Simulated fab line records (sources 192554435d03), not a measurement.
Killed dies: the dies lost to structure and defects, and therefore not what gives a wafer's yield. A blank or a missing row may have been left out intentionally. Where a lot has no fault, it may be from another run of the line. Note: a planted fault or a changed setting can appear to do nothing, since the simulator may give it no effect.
Which tool was responsible?    flow n5_finfet    24 lots with 72 wafers sampled at 5 steps, on a route of 1938 steps

## WHAT THE GAUGES SHOWED, per wafer
N5_BEOL_M13_INSPECT_30: inspects for defects (macro). Usual: raw_defect_count at 2.1, with a standard deviation of 1.6.
lot   measured      on                 raw_defect_count  flag
L074  day 10 19:41  defect_inspect-02  2 3 4             
L075  day 11 03:05  defect_inspect-02  1 2 2             
L077  day 11 11:34  defect_inspect-02  4 2 3             
L078  day 11 14:41  defect_inspect-01  3 0 1             
L079  day 12 02:53  defect_inspect-01  2 1 2             
L080  day 12 10:15  defect_inspect-01  2 1 3             
L082  day 12 21:49  defect_inspect-01  2 0 0             
L081  day 12 23:47  defect_inspect-01  2 4 1             
L083  day 13 18:54  defect_inspect-01  2 2 5             
L084  day 13 23:23  defect_inspect-01  2 2 4             
L086  day 13 23:49  defect_inspect-01  4 3 3             
L085  day 14 05:10  defect_inspect-01  2 1 2             
L087  day 14 09:07  defect_inspect-01  2 2 2             
L089  day 14 14:34  defect_inspect-01  6 5 2             
L088  day 14 19:39  defect_inspect-01  0 1 1             
L090  day 14 22:41  defect_inspect-02  0 1 0             
L091  day 15 13:16  defect_inspect-01  6 2 3             
L092  day 15 13:25  defect_inspect-02  1 6 3             
L093  day 15 15:34  defect_inspect-02  3 1 2             
L094  day 16 18:54  defect_inspect-01  1 1 2             
L076  day 16 22:23  defect_inspect-01  4 3 2             
L095  day 17 03:09  defect_inspect-01  1 5 4             
L097  day 17 16:26  defect_inspect-01  0 3 3             
L096  day 18 11:20  defect_inspect-02  3 1 0             

N5_BEOL_M14_OVL_MEAS_29. Usual: for M14_OVL the level is -3 nm and the standard deviation is 5.7.
lot   measured      on          M14_OVL (nm)  flag
L074  day 11 00:43  overlay-01  -7 -11 -11    
L075  day 11 07:43  overlay-01  -9 -6 -6      
L077  day 12 02:13  overlay-02  4 -7 -1       
L078  day 12 02:17  overlay-01  -1 -8 -6      
L079  day 12 09:34  overlay-01  1 4 -6        
L080  day 12 16:37  overlay-01  -4 -3 1       
L082  day 13 02:40  overlay-02  -3 -1 1       
L081  day 13 04:15  overlay-01  -1 0 -9       
L083  day 14 00:50  overlay-01  -9 -5 -6      
L084  day 14 04:40  overlay-01  2 -11 -8      
L086  day 14 05:07  overlay-01  -3 0 -4       
L085  day 14 10:52  overlay-01  -2 6 -2       
L087  day 14 14:35  overlay-01  -5 2 0        
L089  day 14 19:04  overlay-01  11 12 10      
L088  day 15 01:54  overlay-01  -11 -9 -4     
L090  day 15 05:35  overlay-01  2 -1 -6       
L091  day 15 17:24  overlay-02  -9 -14 -7     
L092  day 15 17:40  overlay-01  -3 -5 -5      
L093  day 15 21:19  overlay-02  8 3 0         
L094  day 16 23:20  overlay-01  -8 -3 -12     
L076  day 17 02:40  overlay-01  -3 -4 -5      
L095  day 17 08:32  overlay-01  -10 2 -3      
L097  day 17 20:51  overlay-01  -3 -4 -3      
L096  day 18 16:03  overlay-01  -1 -12 -6     

N5_BEOL_M15_CD_MEAS_10: target cd 360 nm. Usual: cd_nm at 360.0 nm, with a standard deviation of 2.1.
lot   measured      on         cd_nm (nm)         flag
L074  day 11 06:26  cd_sem-02  362.6 359.9 362.6  
L075  day 11 14:31  cd_sem-03  359.9 359.9 361.6  
L077  day 12 08:32  cd_sem-03  357.3 357.9 358.9  
L078  day 12 08:40  cd_sem-02  361.7 360.5 359.1  
L079  day 12 13:02  cd_sem-03  360.7 361.1 364.6  
L080  day 12 20:11  cd_sem-03  362.6 362.4 362.1  
L082  day 13 07:56  cd_sem-02  357.5 358.1 359.5  
L081  day 13 08:19  cd_sem-01  360.2 360.3 361.0  
L083  day 14 06:13  cd_sem-01  360.9 361.9 361.6  
L084  day 14 09:02  cd_sem-02  358.0 359.5 356.3  
L086  day 14 09:37  cd_sem-01  356.8 359.2 360.0  
L085  day 14 14:20  cd_sem-01  359.1 358.3 358.9  
L087  day 14 22:02  cd_sem-02  362.5 358.3 359.2  
L089  day 14 22:20  cd_sem-03  359.2 359.5 356.8  
L088  day 15 07:44  cd_sem-02  354.3 358.2 357.5  
L090  day 15 10:43  cd_sem-03  359.1 357.9 359.1  
L091  day 15 21:00  cd_sem-02  360.8 360.6 360.6  
L092  day 15 21:37  cd_sem-02  360.2 360.6 361.0  
L093  day 16 00:36  cd_sem-01  359.4 360.3 360.2  
L094  day 17 03:21  cd_sem-01  362.4 359.7 361.3  
L076  day 17 07:26  cd_sem-03  360.9 361.1 359.6  
L095  day 17 12:07  cd_sem-02  361.4 361.7 360.6  
L097  day 18 00:38  cd_sem-02  358.8 360.5 357.7  
L096  day 18 19:14  cd_sem-02  361.7 361.7 362.9  

## TOOL THAT RAN EACH LOT (tool first, then ch and the chambers of the sampled wafers, then the start)
lot   N5_BEOL_M13_DEGAS_41          N5_BEOL_M14_STRIP_63
L074  pvd_sputter-02, day 10 21:57  rie_diel-01 ch 0,1,3, day 11 00:43 or earlier
L075  pvd_sputter-03, day 11 04:30  rie_diel-01 ch 0,3, day 11 07:43 or earlier
L077  pvd_sputter-03, day 11 23:17  rie_diel-01 ch 1,2,3, day 12 02:13 or earlier
L078  pvd_sputter-03, day 11 23:37  rie_diel-06 ch 0,1,3, day 12 02:17 or earlier
L079  pvd_sputter-01, day 12 06:40  rie_diel-06 ch 0,3, day 12 09:34 or earlier
L080  pvd_sputter-02, day 12 13:22  rie_diel-06 ch 0,2,3, day 12 16:37 or earlier
L082  pvd_sputter-02, day 12 23:50  rie_diel-01 ch 0,3, day 13 02:40 or earlier
L081  pvd_sputter-02, day 13 01:07  rie_diel-01 ch 0,2,3, day 13 04:15 or earlier
L083  pvd_sputter-02, day 13 22:00  rie_diel-03 ch 0,1,2, day 14 00:50 or earlier
L084  pvd_sputter-02, day 14 01:48  rie_diel-03 ch 0,1,3, day 14 04:40 or earlier
L086  pvd_sputter-01, day 14 01:53  rie_diel-01 ch 0,1,3, day 14 05:07 or earlier
L085  pvd_sputter-01, day 14 07:34  rie_diel-03 ch 0,1, day 14 10:52 or earlier
L087  pvd_sputter-02, day 14 11:30  rie_diel-06 ch 2,3, day 14 14:35 or earlier
L089  pvd_sputter-03, day 14 16:14  rie_diel-06 ch 1,3, day 14 19:04 or earlier
L088  pvd_sputter-01, day 14 23:02  rie_diel-01 ch 1,3, day 15 01:54 or earlier
L090  pvd_sputter-02, day 15 02:11  rie_diel-01 ch 2,3, day 15 05:35 or earlier
L091  pvd_sputter-01, day 15 14:31  rie_diel-06 ch 1,2,3, day 15 17:24 or earlier
L092  pvd_sputter-03, day 15 14:41  rie_diel-06 ch 2,3, day 15 17:40 or earlier
L093  pvd_sputter-03, day 15 18:19  rie_diel-01 ch 1,2, day 15 21:19 or earlier
L094  pvd_sputter-02, day 16 20:05  rie_diel-03 ch 1,2, day 16 23:20 or earlier
L076  pvd_sputter-01, day 16 23:57  rie_diel-01 ch 0,2,3, day 17 02:40 or earlier
L095  pvd_sputter-02, day 17 05:49  rie_diel-03 ch 1,2,3, day 17 08:32 or earlier
L097  pvd_sputter-01, day 17 17:43  rie_diel-01 ch 0,1,2, day 17 20:51 or earlier
L096  pvd_sputter-03, day 18 12:49  rie_diel-06 ch 0,1,2, day 18 16:03 or earlier
- N5_BEOL_M13_DEGAS_41: time 60 s.
- N5_BEOL_M14_STRIP_63: strips in O2.

## AS READ BY THE TOOLS THEMSELVES (means over the sampled wafers that have a number; for cases with no such wafer, the mark the record gives instead)
N5_BEOL_M13_DEGAS_41. Usual: heater_power_w at 322 W, with a standard deviation of 23.
lot   tool            heater_power_w (W)  flag
L074  pvd_sputter-02  319                 
L075  pvd_sputter-03  319                 
L077  pvd_sputter-03  310                 
L078  pvd_sputter-03  320                 
L079  pvd_sputter-01  336                 
L080  pvd_sputter-02  311                 
L082  pvd_sputter-02  327                 
L081  pvd_sputter-02  317                 
L083  pvd_sputter-02  305                 
L084  pvd_sputter-02  317                 
L086  pvd_sputter-01  328                 
L085  pvd_sputter-01  320                 
L087  pvd_sputter-02  326                 
L089  pvd_sputter-03  327                 
L088  pvd_sputter-01  355                 
L090  pvd_sputter-02  330                 
L091  pvd_sputter-01  328                 
L092  pvd_sputter-03  339                 
L093  pvd_sputter-03  309                 
L094  pvd_sputter-02  320                 
L076  pvd_sputter-01  340                 
L095  pvd_sputter-02  322                 
L097  pvd_sputter-01  321                 
L096  pvd_sputter-03  320                 

N5_BEOL_M14_STRIP_63. Usual: drypump_motor_current_A 5.57 A, standard deviation 0.26; oes_product_au 0.79 a.u., standard deviation 0.075; rf_vpp_V 3.5 V, standard deviation 0.91; showerhead_plenum_p_Torr 2.11 Torr, standard deviation 0.067; throttle_valve_pct 16.68 %, standard deviation 0.26.
lot   tool         drypump_motor_current_A (A)  oes_product_au (a.u.)  rf_vpp_V (V)  showerhead_plenum_p_Torr (Torr)  throttle_valve_pct (%)  flag
L074  rie_diel-01  5.57                         0.80                   3.1           2.14                             16.50                   
L075  rie_diel-01  5.67                         0.83                   4.1           2.15                             16.36                   
L077  rie_diel-01  5.56                         0.84                   3.5           2.12                             16.64                   
L078  rie_diel-06  5.56                         0.73                   4.1           2.10                             16.88                   
L079  rie_diel-06  5.39                         0.73                   3.7           2.12                             16.92                   
L080  rie_diel-06  5.50                         0.76                   4.5           2.09                             16.73                   
L082  rie_diel-01  5.66                         0.81                   3.3           2.15                             16.36                   
L081  rie_diel-01  5.63                         0.85                   2.8           2.13                             16.49                   
L083  rie_diel-03  5.77                         0.77                   3.2           2.12                             16.86                   
L084  rie_diel-03  5.41                         0.77                   3.8           2.12                             16.80                   
L086  rie_diel-01  5.59                         0.77                   4.2           2.13                             16.56                   
L085  rie_diel-03  5.62                         0.79                   2.9           2.13                             16.78                   
L087  rie_diel-06  5.38                         0.74                   3.0           2.12                             16.83                   
L089  rie_diel-06  5.29                         0.75                   3.7           2.16                             17.03                   
L088  rie_diel-01  5.48                         0.75                   4.4           2.11                             16.75                   
L090  rie_diel-01  5.62                         0.87                   3.6           2.11                             16.63                   
L091  rie_diel-06  5.42                         0.77                   3.4           2.12                             16.87                   
L092  rie_diel-06  5.38                         0.74                   3.7           2.11                             16.88                   
L093  rie_diel-01  5.60                         0.83                   3.1           2.16                             16.83                   
L094  rie_diel-03  5.95                         0.79                   4.3           2.10                             16.75                   
L076  rie_diel-01  5.64                         0.81                   4.1           2.12                             16.53                   
L095  rie_diel-03  5.73                         0.78                   3.5           2.09                             16.79                   
L097  rie_diel-01  5.63                         0.85                   3.2           2.16                             16.58                   
L096  rie_diel-06  5.70                         0.79                   3.7           2.06                             16.63                   

## THE ANSWER, worked out from the rows above alone
Rule: take the mean of a lot's wafers that have a number; if it is more than 3 standard deviations from the usual mean, the lot is off. A lot without any number at a reading at which 4 lots or more have one is off too. Where the step has rows for the other lots, those lots are counted as sound. The gauges are gone through in route order, then the tools' own readings, and for those a lot's mean is taken as printed above. At the first step where some lot is off, the reading lying furthest off is the one used; lots without a number count as furthest.
Across all readings shown, no lot is off: no conclusion can be drawn from this.

## WHAT WAS PUT IN BY THE SIMULATOR
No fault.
